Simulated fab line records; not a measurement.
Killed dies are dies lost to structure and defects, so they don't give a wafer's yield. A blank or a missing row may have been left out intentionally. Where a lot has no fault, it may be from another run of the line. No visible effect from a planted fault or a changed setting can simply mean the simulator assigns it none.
fab line records    flow n5_finfet
[record] lots = 7  wafers = 21
route steps=1938 shown BEOL_M1@756 BEOL_M2@882 BEOL_M4@1021
start_h: hours from the record's first day to the start of the lot's first wafer shown    wait_h: how many hours have passed since the lot's step before this one    " the same as in the row above    L1.1+2: one row covering several wafers at once    - no value present, or no start provided    * or withheld: withheld    < > ~ a bound
route shown NAME@n: a module of which the file shows steps, and the number in the route of the first    usual: the fault-free wafers' mean and standard deviation    same: alike in all rows    chamber/n: place in a boat    sites: each site's reading    _std_site: standard deviation across them    _edge_site: the outer-site mean with the inner-site mean subtracted    radius_mm: how far each site lies from the wafer's centre    mask NAME#n: copy n    behind: tool/chamber where the wafer was last shaped    hold: reason for holding the lot/hours on hold/outcome of the hold    device: names the non-switching transistor (n, p or np)    end of line: the same wafers' tests at the end of the route    step lacking rows: just its recipe    killed: count of dies lost to structure and defects at first sort (not the wafer's yield)    map: a wafer's dies, marking killed ones x, the rest . and places with no die _
set.NAME: the run value of the setting; set.NAME@STEP: its run value at that earlier step    model.NAME: the simulator's own value behind a step, which no gauge read
lots run with intentionally changed settings; tables by step, rows by wafer
[[steps]]
[step N5_BEOL_M1_COAT_62]
[recipe] resist = SiARC  temp_c = 220  time_s = 60  spin_rpm = 1500  resist_thk_nm = 12
lot.wafer   tool            chamber  start_h  wait_h  set.spin_rpm  model.SiARC_of_BEOL_M1_COAT_62.thk_nm
L075.1+6    litho_track-02  0        -        -       1500          12
L075.3      "               0        "        "       1591          11.6
L076.4+5+6  litho_track-03  0        -        -       1500          12
L084.1      litho_track-03  0        -        -       1387          12.6
L084.2+3    "               0        "        "       1500          12
L087.1+2    litho_track-03  0        -        -       1500          12
L087.6      "               0        "        "       1447          12.2
L090.1+3    litho_track-02  0        -        -       1601          11.6
L090.6      "               0        "        "       1500          12
L092.2+3+6  litho_track-03  0        -        -       1500          12
L097.1+5+6  litho_track-02  0        -        -       1500          12
[step N5_BEOL_M1_COAT_73]
[recipe] resist = underlayer  temp_c = 205  time_s = 60  spin_rpm = 1500  resist_thk_nm = 5
[step N5_BEOL_M1_COAT_05]
[recipe] resist = CAR-EUV  spin_rpm = 1500  resist_thk_nm = 30
[step N5_BEOL_M1_DESCUM_16]
[recipe] chemistry = O2  time_s = 7  source_power_w = 50  bias_power_w = 20  pressure_mtorr = 20  rf_frequency_hz = 2.712e+07  temp_c = 40  resist = CAR-EUV  o2_flow_sccm = 225
[step N5_BEOL_M1_ETCH_74]
[recipe] chemistry = N2/H2  target = underlayer  target_depth_a = 65  mask_material = CAR-EUV  time_s = 5.2  ion_energy_ev = 200  pressure_mtorr = 30  source_w = 840  bias_w = 150  n2_flow_sccm = 200  h2_flow_sccm = 200  ends = cleared
[step N5_BEOL_M1_ETCH_63]
[recipe] chemistry = CF4  target = SiARC  target_depth_a = 156  mask_material = CAR-EUV  time_s = 26  ion_energy_ev = 80  pressure_mtorr = 40  source_w = 545  bias_w = 36  Ar_flow_sccm = 100  cf4_flow_sccm = 100  ends = cleared
lot.wafer  tool         chamber  start_h  wait_h  set.spin_rpm@BEOL_M1_COAT_62  model.etch.depth_nm
L075.1     rie_diel-03  3        132.03   0.0     1500                          12.03
L075.3     "            2        "        "       1591                          11.66
L075.6     "            2        "        "       1500                          11.99
L076.4     rie_diel-03  1        136.47   0.0     1500                          12.04
L076.5     "            0        "        "       1500                          12.01
L076.6     "            1        "        "       1500                          12.03
L084.1     rie_diel-01  3        187.89   0.0     1387                          12.51
L084.2     "            0        "        "       1500                          12.06
L084.3     "            1        "        "       1500                          11.99
L087.1     rie_diel-02  0        203.85   0.0     1500                          12.01
L087.2     "            3        "        "       1500                          12.03
L087.6     "            0        "        "       1447                          12.23
L090.1     rie_diel-02  3        233.56   0.0     1601                          11.63
L090.3     "            0        "        "       1601                          11.66
L090.6     "            2        "        "       1500                          12.08
L092.2+3   rie_diel-01  3,2      237.27   0.0     1500                          12.05
L092.6     "            3        "        "       1500                          12.09
L097.1     rie_diel-02  0        272.58   0.0     1500                          12.02
L097.5+6   "            3,2      "        "       1500                          12.03
[step N5_BEOL_M1_ETCH_64]
[recipe] chemistry = N2/H2  target = SOC  target_depth_a = 750  overetch_a = 150  mask_material = SiARC  temp_c = 40  time_s = 112.5  ion_energy_ev = 200  pressure_mtorr = 30  source_w = 840  bias_w = 150  n2_flow_sccm = 200  h2_flow_sccm = 200
lot.wafer  tool         chamber  start_h  wait_h  set.spin_rpm@BEOL_M1_COAT_61  set.spin_rpm@BEOL_M1_COAT_62  model.etch.depth_nm  model.SiARC_of_BEOL_M1_COAT_62.thk_nm
L075.1     rie_diel-03  3        132.06   0.0     1639                          1500                          57.7                 7
L075.3     "            2        "        "       1639                          1591                          57.46                6.4
L075.6     "            2        "        "       1500                          1500                          59.93                6.8
L076.4     rie_diel-03  1        136.50   0.0     1500                          1500                          60.25                6.6
L076.5     "            0        "        "       1500                          1500                          59.95                6.6
L076.6     "            1        "        "       1408                          1500                          61.89                6.6
L084.1     rie_diel-01  3        187.91   0.0     1500                          1387                          60                   7.2
L084.2     "            0        "        "       1500                          1500                          60.07                6.8
L084.3     "            1        "        "       1500                          1500                          60.14                6.8
L087.1     rie_diel-02  0        203.88   0.0     1418                          1500                          61.96                6.8
L087.2     "            3        "        "       1418                          1500                          62.12                6.6
L087.6     "            0        "        "       1500                          1447                          60.21                7
L090.1     rie_diel-02  3        233.59   0.0     1378                          1601                          62.56                6.2
L090.3     "            0        "        "       1500                          1601                          59.95                6.4
L090.6     "            2        "        "       1500                          1500                          60.12                6.8
L092.2     rie_diel-01  3        237.30   0.0     1358                          1500                          63.35                6.6
L092.3     "            2        "        "       1358                          1500                          63.42                6.8
L092.6     "            3        "        "       1500                          1500                          60.48                6.8
L097.1     rie_diel-02  0        272.61   0.0     1500                          1500                          60.24                6.8
L097.5     "            3        "        "       1500                          1500                          60.01                6.6
L097.6     "            2        "        "       1500                          1500                          60.19                6.8
[step N5_BEOL_M1_STRIP_65]
[recipe] chemistry = N2/H2  temp_c = 40  n2_flow_sccm = 200  h2_flow_sccm = 200  rf_frequency_hz = 6e+07
[step N5_BEOL_M1_STRIP_75]
[recipe] chemistry = N2/H2  temp_c = 40  n2_flow_sccm = 200  h2_flow_sccm = 200  rf_frequency_hz = 6e+07
[step N5_BEOL_M1_STRIP_66]
[recipe] chemistry = CF4  resist = SiARC  power_w = 300  bias_power_w = 75  pressure_mtorr = 50  cf4_flow_sccm = 150  rf_frequency_hz = 6e+07
[step N5_BEOL_M1_HM_OPEN_17]
[recipe] chemistry = Cl2/BCl3  target_depth_a = 200  overetch_a = 60  target = TiN  mask_material = SOC  ion_energy_ev = 150  pressure_mtorr = 10  icp_w = 1000  bias_w = 126  Cl2_flow_sccm = 53.25  bcl3_flow_sccm = 21.75  Ar_flow_sccm = 25
lot.wafer  tool          chamber  start_h  wait_h  set.spin_rpm@BEOL_M1_COAT_61  model.SOC_of_BEOL_M1_COAT_61.thk_nm
L075.1     rie_metal-02  0        132.23   0.0     1639                          50
L075.3     "             1        "        "       1639                          49.8
L075.6     "             0        "        "       1500                          52.2
L076.4     rie_metal-02  1        136.70   0.1     1500                          52.4
L076.5     "             0        "        "       1500                          52.2
L076.6     "             1        "        "       1408                          54.2
L084.1     rie_metal-03  0        188.08   0.0     1500                          52
L084.2+3   "             1        "        "       1500                          51.8
L087.1     rie_metal-02  1        204.05   0.0     1418                          54.2
L087.2     "             0        "        "       1418                          54.4
L087.6     "             0        "        "       1500                          52.6
L090.1     rie_metal-03  1        233.75   0.0     1378                          54.2
L090.3+6   "             1        "        "       1500                          51.8
L092.2     rie_metal-03  1        237.46   0.0     1358                          55.2
L092.3     "             0        "        "       1358                          55.4
L092.6     "             0        "        "       1500                          52.6
L097.1+6   rie_metal-02  0        272.78   0.0     1500                          52.4
L097.5     "             1        "        "       1500                          52.2
[step N5_BEOL_M1_ETCH_70]
[recipe] chemistry = N2/H2  target = SOC  target_depth_a = 800  overetch_a = 160  mask_material = SiARC  temp_c = 40  time_s = 120  ion_energy_ev = 200  pressure_mtorr = 30  source_w = 840  bias_w = 150  n2_flow_sccm = 200  h2_flow_sccm = 200
lot.wafer  tool         chamber  start_h  wait_h  set.time_s  model.SiARC_of_BEOL_M1_COAT_68.thk_nm
L075.1     rie_diel-01  0        143.31   0.0     120         6.2
L075.3     "            1        "        "       120         6.4
L075.6     "            0        "        "       135.2       5.6
L076.4     rie_diel-01  1        146.58   0.0     120         6.4
L076.5+6   "            2,3      "        "       120         6.2
L084.1     rie_diel-03  2        190.88   0.0     120         6.4
L084.2     "            1        "        "       120         6
L084.3     "            0        "        "       120         6.2
L087.1     rie_diel-03  2        213.93   0.0     120         6.4
L087.2+6   "            0        "        "       120         6.2
L090.1     rie_diel-01  2        235.88   0.0     120         6.4
L090.3+6   "            0        "        "       112.2       6.8
L092.2+6   rie_diel-01  3,2      240.79   0.0     145.9       5
L092.3     "            2        "        "       120         6.4
L097.1     rie_diel-03  0        284.69   0.0     120         6.2
L097.5     "            2        "        "       120         6.4
L097.6     "            3        "        "       120         6.6
[step N5_BEOL_M1_TRENCH_ETCH_37]
[recipe] chemistry = C4F6/O2  target_depth_a = 552.07  target = SiOC  time_s = 29  ion_energy_ev = 250  pressure_mtorr = 30  source_w = 355  bias_w = 185  Ar_flow_sccm = 300  C4F6_flow_sccm = 10  O2_flow_sccm = 10
lot.wafer  tool         chamber  start_h  wait_h  set.time_s  model.BEOL_M1.feature_depth_nm  model.etch.depth_nm
L075.1     rie_diel-01  0        -        -       29          54.4                            54.48
L075.3     "            1        "        "       26.51       49.2                            49.23
L075.6     "            0        "        "       29          54.6                            54.6
L076.4     rie_diel-01  1        -        -       23.87       45                              45.05
L076.5     "            2        "        "       23.87       45.4                            45.45
L076.6     "            3        "        "       29          56.6                            56.55
L084.1     rie_diel-03  2        -        -       29          55.2                            55.22
L084.2     "            1        "        "       29          56.8                            56.7
L084.3     "            0        "        "       32.05       60.8                            60.73
L087.1     rie_diel-03  1        -        -       22.85       44.8                            44.88
L087.2     "            2        "        "       29          55                              54.98
L087.6     "            1        "        "       29          56.6                            56.61
L090.1     rie_diel-01  2        -        -       29          55.2                            55.14
L090.3     "            0        "        "       29          55.4                            55.32
L090.6     "            0        "        "       29          55.2                            55.27
L092.2     rie_diel-01  3        -        -       31.75       60.8                            60.77
L092.3     "            2        "        "       29          55.4                            55.41
L092.6     "            2        "        "       29          55                              55
L097.1     rie_diel-03  0        -        -       29          55                              54.9
L097.5     "            2        "        "       29          54.6                            54.63
L097.6     "            3        "        "       29          54                              53.94
[step N5_BEOL_M1_ETCH_41]
[recipe] chemistry = CH3F/O2  target = SiCN  target_depth_a = 319  taper_deg = 2  time_s = 57.8  ion_energy_ev = 120  mask_material = TiN  pressure_mtorr = 30  source_w = 395  bias_w = 75  Ar_flow_sccm = 150  CH3F_flow_sccm = 30  O2_flow_sccm = 20
[step N5_BEOL_M1_STRIP_97]
[recipe] chemistry = N2/H2  time_s = 10  power_w = 450  temp_c = 40  pressure_mtorr = 20  rf_frequency_hz = 6e+07  bias_power_w = 7  n2_flow_sccm = 200  h2_flow_sccm = 200
[step N5_BEOL_M1_OCD_MEAS_38]
[usual] trench_depth_nm = 55.4/0.96
lot.wafer  tool    chamber  start_h  wait_h  set.time_s@BEOL_M1_TRENCH_ETCH_37  trench_depth_nm
L075.1     ocd-01  -        143.66   -       29                                 54.9
L075.3     "       -        "        "       26.51                              49.4
L075.6     "       -        "        "       29                                 54.3
L076.4     ocd-02  -        146.94   -       23.87                              45.3
L076.5     "       -        "        "       23.87                              45.7
L076.6     "       -        "        "       29                                 56.9
L084.1     ocd-02  -        191.23   -       29                                 55.1
L084.2     "       -        "        "       29                                 56.7
L084.3     "       -        "        "       32.05                              60.7
L087.1     ocd-02  -        214.28   -       22.85                              44.8
L087.2     "       -        "        "       29                                 55.0
L087.6     "       -        "        "       29                                 56.7
L090.1     ocd-02  -        236.23   -       29                                 54.9
L090.3     "       -        "        "       29                                 55.7
L090.6     "       -        "        "       29                                 55.1
L092.2     ocd-01  -        241.15   -       31.75                              61.1
L092.3     "       -        "        "       29                                 55.2
L092.6     "       -        "        "       29                                 55.0
L097.1     ocd-01  -        285.05   -       29                                 55.1
L097.5     "       -        "        "       29                                 54.7
L097.6     "       -        "        "       29                                 53.6
[step N5_BEOL_M2_ALD_98]
[recipe] material = SiO2  target_thk_a = 25  temp_c = 100  ald_precursor_family = BDEAS  ald_co_reactant = O2-plasma  pulse_time_s = 1  co_reactant_pulse_time_s = 1  purge_time_s = 2  co_reactant_purge_time_s = 2  ald_cycles = 17  pressure_torr = 2
lot.wafer   tool        chamber  start_h  wait_h  set.ald_cycles  model.SiO2_of_BEOL_M2_ALD_98.thk_nm
L075.1+3    ald_sin-02  3,1      152.59   0.4     15              2.2
L075.6      "           0        "        "       17              2.4
L076.4+5+6  ald_sin-02  0,0,3    153.35   0.5     16              2.4
L084.1      ald_sin-04  1        198.32   0.1     17              2.4
L084.2      "           0        "        "       17              2.6
L084.3      "           2        "        "       18              2.6
L087.1+6    ald_sin-02  2,0      227.79   0.5     17              2.6
L087.2      "           1        "        "       18              2.6
L090.1      ald_sin-03  1        250.12   0.8     17              2.6
L090.3      "           0        "        "       17              2.4
L090.6      "           2        "        "       14              2
L092.2+3    ald_sin-02  3,1      251.61   0.1     15              2.2
L092.6      "           1        "        "       17              2.6
L097.1+5    ald_sin-03  3        293.31   0.1     17              2.6
L097.6      "           0        "        "       17              2.4
[step N5_BEOL_M2_TRENCH_ETCH_37]
[recipe] chemistry = C4F6/O2  target_depth_a = 555.55  target = SiOC  time_s = 29.2  ion_energy_ev = 250  pressure_mtorr = 30  source_w = 355  bias_w = 185  Ar_flow_sccm = 300  C4F6_flow_sccm = 10  O2_flow_sccm = 10
[usual] rf_vpp_V = 668/14
lot.wafer  tool         chamber  start_h  wait_h  set.source_w  rf_vpp_V  model.etch.depth_nm  model.BEOL_M2.feature_depth_nm
L075.1     rie_diel-04  0        -        -       355           675       53.4                 53.4
L075.3     "            2        "        "       355           657       55                   55
L075.6     "            2        "        "       383.8         630       56.65                56.6
L076.4     rie_diel-04  1        -        -       418.2         612       59.68                59.6
L076.5     "            2        "        "       355           656       54.54                54.6
L076.6     "            1        "        "       355           665       55.87                55.8
L084.1     rie_diel-06  2        -        -       355           690       55.55                55.6
L084.2     "            0        "        "       384.3         637       57.56                57.6
L084.3     "            1        "        "       355           677       56.77                56.8
L087.1     rie_diel-05  1        -        -       355           664       54.71                54.8
L087.2     "            0        "        "       296.8         729       51.73                51.8
L087.6     "            2        "        "       355           656       56.2                 56.2
L090.1     rie_diel-04  1        -        -       355           665       57.42                57.4
L090.3     "            2        "        "       311.2         704       51.74                51.8
L090.6     "            2        "        "       311.2         704       51.94                52
L092.2     rie_diel-04  1        -        -       355           664       56.74                56.8
L092.3     "            3        "        "       309.5         744       54.4                 54.4
L092.6     "            2        "        "       309.5         704       51.53                51.6
L097.1     rie_diel-06  0        -        -       355           665       56.02                56
L097.5     "            0        "        "       355           665       55.59                55.6
L097.6     "            3        "        "       355           653       55.52                55.6
[step N5_BEOL_M2_ETCH_41]
[recipe] chemistry = CH3F/O2  target = SiCN  target_depth_a = 299  taper_deg = 2  time_s = 52.5  ion_energy_ev = 120  mask_material = TiN  pressure_mtorr = 30  source_w = 395  bias_w = 75  Ar_flow_sccm = 150  CH3F_flow_sccm = 30  O2_flow_sccm = 20
[step N5_BEOL_M2_STRIP_97]
[recipe] chemistry = N2/H2  time_s = 10  power_w = 450  temp_c = 40  pressure_mtorr = 20  rf_frequency_hz = 6e+07  bias_power_w = 7  n2_flow_sccm = 200  h2_flow_sccm = 200
[step N5_BEOL_M2_OCD_MEAS_38]
[usual] trench_depth_nm = 55.6/1.1
lot.wafer  tool    chamber  start_h  wait_h  set.source_w@BEOL_M2_TRENCH_ETCH_37  trench_depth_nm
L075.1     ocd-02  -        153.75   -       355                                  53.5
L075.3     "       -        "        "       355                                  55.4
L075.6     "       -        "        "       383.8                                56.9
L076.4     ocd-02  -        157.40   -       418.2                                59.7
L076.5     "       -        "        "       355                                  55.1
L076.6     "       -        "        "       355                                  55.7
L084.1     ocd-01  -        202.31   -       355                                  55.3
L084.2     "       -        "        "       384.3                                57.6
L084.3     "       -        "        "       355                                  56.8
L087.1     ocd-02  -        237.97   -       355                                  54.8
L087.2     "       -        "        "       296.8                                51.9
L087.6     "       -        "        "       355                                  56.4
L090.1     ocd-01  -        250.68   -       355                                  57.3
L090.3     "       -        "        "       311.2                                51.8
L090.6     "       -        "        "       311.2                                52.4
L092.2     ocd-01  -        253.28   -       355                                  56.4
L092.3     "       -        "        "       309.5                                54.7
L092.6     "       -        "        "       309.5                                51.6
L097.1     ocd-01  -        311.08   -       355                                  56.2
L097.5     "       -        "        "       355                                  55.7
L097.6     "       -        "        "       355                                  55.6
[step N5_BEOL_M4_ILD_DEP_00]
[recipe] material = SiOC  target_thk_a = 790  temp_c = 350  precursor = DEMS/O2  pressure_torr = 5  rf_w = 500  time_s = 15.3
lot.wafer  tool      chamber  start_h  wait_h  set.time_s  model.SiOC_of_BEOL_M4_ILD_DEP_00.thk_nm
L075.1     pecvd-04  2        166.74   0.0     15.3        77.8
L075.3     "         0        "        "       15.3        78
L075.6     "         2        "        "       15.3        79
L076.4+5   pecvd-04  1,0      176.73   0.1     15.3        78.8
L076.6     "         2        "        "       15.3        79.4
L084.1     pecvd-04  2        226.07   0.0     16.25       83
L084.2     "         1        "        "       15.3        77.4
L084.3     "         0        "        "       15.3        78
L087.1     pecvd-03  2        265.78   0.0     15.3        79.8
L087.2     "         1        "        "       15.3        79.2
L087.6     "         0        "        "       15.3        80.2
L092.2     pecvd-03  1        280.97   0.0     15.3        78.8
L092.3     "         0        "        "       16.1        82
L092.6     "         2        "        "       15.3        80
L090.1     pecvd-04  1        284.46   0.0     15.3        78
L090.3     "         2        "        "       15.3        77.6
L090.6     "         2        "        "       15.3        79.2
L097.1     pecvd-04  1        326.89   0.0     15.3        78
L097.5     "         1        "        "       15.3        78.8
L097.6     "         2        "        "       15.3        78.4
[step N5_BEOL_M4_THK_MEAS_01]
[recipe] reads = SiOC_of_BEOL_M4_ILD_DEP_00
[usual] M4_ILD_THK = 78.7/0.97
lot.wafer  tool           chamber  start_h  wait_h  set.time_s@BEOL_M4_ILD_DEP_00  M4_ILD_THK[nm]
L075.1     film_metro-01  -        166.81   0.0     15.3                           77.8
L075.3     "              -        "        "       15.3                           78.1
L075.6     "              -        "        "       15.3                           78.9
L076.4     film_metro-01  -        176.79   0.0     15.3                           78.8
L076.5     "              -        "        "       15.3                           78.8
L076.6     "              -        "        "       15.3                           79.3
L084.1     film_metro-02  -        226.13   0.0     16.25                          83.1
L084.2     "              -        "        "       15.3                           77.4
L084.3     "              -        "        "       15.3                           78.0
L087.1     film_metro-01  -        265.85   0.0     15.3                           79.8
L087.2     "              -        "        "       15.3                           79.3
L087.6     "              -        "        "       15.3                           80.2
L092.2     film_metro-02  -        281.04   0.1     15.3                           78.9
L092.3     "              -        "        "       16.1                           82.0
L092.6     "              -        "        "       15.3                           80.1
L090.1     film_metro-01  -        284.53   0.0     15.3                           78.0
L090.3     "              -        "        "       15.3                           77.6
L090.6     "              -        "        "       15.3                           79.2
L097.1     film_metro-01  -        326.96   0.0     15.3                           78.1
L097.5     "              -        "        "       15.3                           78.7
L097.6     "              -        "        "       15.3                           78.4
[step N5_BEOL_M4_COAT_05]
[recipe] resist = CAR-EUV  spin_rpm = 1500  resist_thk_nm = 30
lot.wafer   tool            chamber  start_h  wait_h  set.spin_rpm  model.CAR-EUV_of_BEOL_M4_COAT_05.thk_nm
L075.1+3+6  litho_track-04  0        -        -       1500          30
L076.4+6    litho_track-03  0        -        -       1500          30
L076.5      "               0        "        "       1546          29.6
L084.1+3    litho_track-04  0        -        -       1363          31.6
L084.2      "               0        "        "       1500          30.2
L087.1+2    litho_track-03  0        -        -       1500          30.2
L087.6      "               0        "        "       1621          29
L092.2+3    litho_track-03  0        -        -       1500          30
L092.6      "               0        "        "       1500          30.2
L090.1+6    litho_track-03  0        -        -       1332          31.8
L090.3      "               0        "        "       1500          30
L097.1+5+6  litho_track-05  0        -        -       1500          30
[step N5_BEOL_M4_EBR_07]
[recipe] solvent = PGMEA  ebr_width_mm = 1.5
[step N5_BEOL_M4_SOFTBAKE_06]
[recipe] temp_c = 110  time_s = 60  resist = CAR-EUV
[step N5_BEOL_M4_DESCUM_16]
[recipe] chemistry = O2  time_s = 7  source_power_w = 50  bias_power_w = 20  pressure_mtorr = 20  rf_frequency_hz = 2.712e+07  temp_c = 40  resist = CAR-EUV  o2_flow_sccm = 225
lot.wafer  tool         chamber  start_h  wait_h  set.spin_rpm@BEOL_M4_COAT_05  model.CAR-EUV_of_BEOL_M4_COAT_05.thk_nm
L075.1+3   rie_diel-04  0,1      167.91   0.0     1500                          26.2
L075.6     "            1        "        "       1500                          26
L076.4     rie_diel-05  2        177.88   0.0     1500                          26
L076.5     "            0        "        "       1546                          25.6
L076.6     "            1        "        "       1500                          26.2
L084.1+3   rie_diel-04  1,0      226.78   0.0     1363                          27.8
L084.2     "            3        "        "       1500                          26.2
L087.1+2   rie_diel-06  3,2      267.36   0.5     1500                          26.2
L087.6     "            3        "        "       1621                          25
L092.2     rie_diel-06  1        284.98   0.2     1500                          26
L092.3+6   "            0,1      "        "       1500                          26.2
L090.1     rie_diel-06  3        286.14   0.2     1332                          27.8
L090.3     "            1        "        "       1500                          26
L090.6     "            0        "        "       1332                          28
L097.1+5   rie_diel-06  2        327.96   0.1     1500                          26.2
L097.6     "            3        "        "       1500                          26
[step N5_BEOL_M4_ETCH_74]
[recipe] chemistry = N2/H2  target = underlayer  target_depth_a = 65  mask_material = CAR-EUV  time_s = 5.2  ion_energy_ev = 200  pressure_mtorr = 30  source_w = 840  bias_w = 150  n2_flow_sccm = 200  h2_flow_sccm = 200  ends = cleared
lot.wafer   tool         chamber  start_h  wait_h  set.spin_rpm@BEOL_M4_COAT_05  model.CAR-EUV_of_BEOL_M4_COAT_05.thk_nm
L075.1+3    rie_diel-04  0,1      167.94   0.0     1500                          20.4
L075.6      "            1        "        "       1500                          20.2
L076.4      rie_diel-05  2        177.91   0.0     1500                          20.2
L076.5      "            0        "        "       1546                          19.8
L076.6      "            1        "        "       1500                          20.4
L084.1+3    rie_diel-04  1,0      226.81   0.0     1363                          22
L084.2      "            3        "        "       1500                          20.6
L087.1      rie_diel-06  3        267.39   0.0     1500                          20.4
L087.2      "            2        "        "       1500                          20.6
L087.6      "            3        "        "       1621                          19.2
L092.2+3+6  rie_diel-06  1,0,1    285.01   0.0     1500                          20.4
L090.1+6    rie_diel-06  3,0      286.18   0.0     1332                          22.2
L090.3      "            1        "        "       1500                          20.4
L097.1+5+6  rie_diel-06  2,2,3    327.99   0.0     1500                          20.4
[[key]]
[split] step = N5_BEOL_M1_COAT_62  setting = spin_rpm  stated = 1500  by = wafer
[response] step = N5_BEOL_M1_COAT_62  reading = model.SiARC_of_BEOL_M1_COAT_62.thk_nm  change = -0.0683  per = 1%  r = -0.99
[response] step = N5_BEOL_M1_ETCH_63  reading = model.etch.depth_nm  change = -0.0625  per = 1%  r = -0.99
[response] step = N5_BEOL_M1_ETCH_64  reading = model.SiARC_of_BEOL_M1_COAT_62.thk_nm  change = -0.0692  per = 1%  r = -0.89
[split] step = N5_BEOL_M1_ETCH_70  setting = time_s  stated = 120  by = wafer
[response] step = N5_BEOL_M1_ETCH_70  reading = model.SiARC_of_BEOL_M1_COAT_68.thk_nm  change = -0.0624  per = 1%  r = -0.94
[split] step = N5_BEOL_M1_TRENCH_ETCH_37  setting = time_s  stated = 29  by = wafer
[response] step = N5_BEOL_M1_TRENCH_ETCH_37  reading = model.BEOL_M1.feature_depth_nm  change = +0.563  per = 1%  r = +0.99
[response] step = N5_BEOL_M1_TRENCH_ETCH_37  reading = model.etch.depth_nm  change = +0.559  per = 1%  r = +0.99
[response] step = N5_BEOL_M1_OCD_MEAS_38  reading = trench_depth_nm  change = +0.568  per = 1%  r = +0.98
[split] step = N5_BEOL_M2_ALD_98  setting = ald_cycles  stated = 17  by = wafer
[response] step = N5_BEOL_M2_ALD_98  reading = model.SiO2_of_BEOL_M2_ALD_98.thk_nm  change = +0.0251  per = 1%  r = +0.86
[split] step = N5_BEOL_M2_TRENCH_ETCH_37  setting = source_w  stated = 355  by = wafer
[response] step = N5_BEOL_M2_TRENCH_ETCH_37  reading = rf_vpp_V  change = -3.78  per = 1%  r = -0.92
[response] step = N5_BEOL_M2_TRENCH_ETCH_37  reading = model.etch.depth_nm  change = +0.279  per = 1%  r = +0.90
[response] step = N5_BEOL_M2_TRENCH_ETCH_37  reading = model.BEOL_M2.feature_depth_nm  change = +0.277  per = 1%  r = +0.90
[response] step = N5_BEOL_M2_OCD_MEAS_38  reading = trench_depth_nm  change = +0.267  per = 1%  r = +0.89
[split] step = N5_BEOL_M4_ILD_DEP_00  setting = time_s  stated = 15.3  by = wafer
[response] step = N5_BEOL_M4_ILD_DEP_00  reading = model.SiOC_of_BEOL_M4_ILD_DEP_00.thk_nm  change = +0.706  per = 1%  r = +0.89
[response] step = N5_BEOL_M4_THK_MEAS_01  reading = M4_ILD_THK  change = +0.704  per = 1%  r = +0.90
[split] step = N5_BEOL_M4_COAT_05  setting = spin_rpm  stated = 1500  by = wafer
[response] step = N5_BEOL_M4_COAT_05  reading = model.CAR-EUV_of_BEOL_M4_COAT_05.thk_nm  change = -0.155  per = 1%  r = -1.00
[response] step = N5_BEOL_M4_DESCUM_16  reading = model.CAR-EUV_of_BEOL_M4_COAT_05.thk_nm  change = -0.166  per = 1%  r = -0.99
[response] step = N5_BEOL_M4_ETCH_74  reading = model.CAR-EUV_of_BEOL_M4_COAT_05.thk_nm  change = -0.159  per = 1%  r = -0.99
split outside_this_file step=N5_BEOL_M1_COAT_61 setting=spin_rpm
// split outside_this_file: this setting was split too, and the file shows its column; the key of that split is in another file
